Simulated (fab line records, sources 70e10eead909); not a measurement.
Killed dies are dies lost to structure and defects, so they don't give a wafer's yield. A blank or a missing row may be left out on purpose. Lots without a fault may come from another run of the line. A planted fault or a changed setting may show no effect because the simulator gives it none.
Chamber matching | flow nand_harc | NHARC_A_CONTACT_ETCH_48 on rie_diel-13: 4 sister chambers
The step etches the open film in CF4, target depth 39 nm, time 65 s. 8 wafers are shown with their chamber, then 7 later ones without.

WAFERS WITH THEIR CHAMBER
wafer  | chamber | drypump_motor_current_A (A) | rf_vpp_V (V)
L953.1 | 1       | 6.1                         | 150.9
L953.5 | 2       | 6.2                         | 153.8
L958.1 | 2       | 6.1                         | 152.5
L958.2 | 0       | 5.6                         | 152.5
L961.1 | 0       | 5.6                         | 150.8
L961.5 | 1       | 6.1                         | 150.4
L964.1 | 3       | 5.1                         | 150.7
L964.5 | 3       | 5.1                         | 149.2

WAFERS WITHOUT THEIR CHAMBER
wafer  | drypump_motor_current_A (A) | rf_vpp_V (V)
L964.6 | 5.6                         | 152.4
L968.1 | 6.1                         | 150.1
L968.3 | 5.6                         | 150.9
L968.5 | 6.2                         | 151.9
L970.2 | 5.6                         | 150.7
L970.4 | 6.1                         | 151.8
L970.5 | 6.1                         | 151.0

WHICH CHAMBER EACH WENT THROUGH
wafer  | from the rows above     | in truth
L964.6 | 0                       | 0
L968.1 | 1                       | 1
L968.3 | 0                       | 0
L968.5 | can't be placed: 2 or 1 | 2
L970.2 | 0                       | 0
L970.4 | can't be placed: 1 or 2 | 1
L970.5 | 1                       | 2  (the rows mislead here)
Placed correctly: 4 of 7. Can't be placed from these rows: 2 (the true chamber is among the candidates in 2). Placed wrongly: 1.
How it was worked out, from the rows above alone: a wafer's distance from a chamber is the root of the sum, over the readings, of the square of ((its reading less the chamber's mean) divided by the reading's scatter). The wafer belongs to the nearest chamber; if the next one is less than 2 further off, it can't be placed. A chamber's mean is the mean of its shown wafers. The scatter: the root of (the sum of the squares of (reading less its chamber's mean) over the shown wafers, divided by (wafers less chambers)).
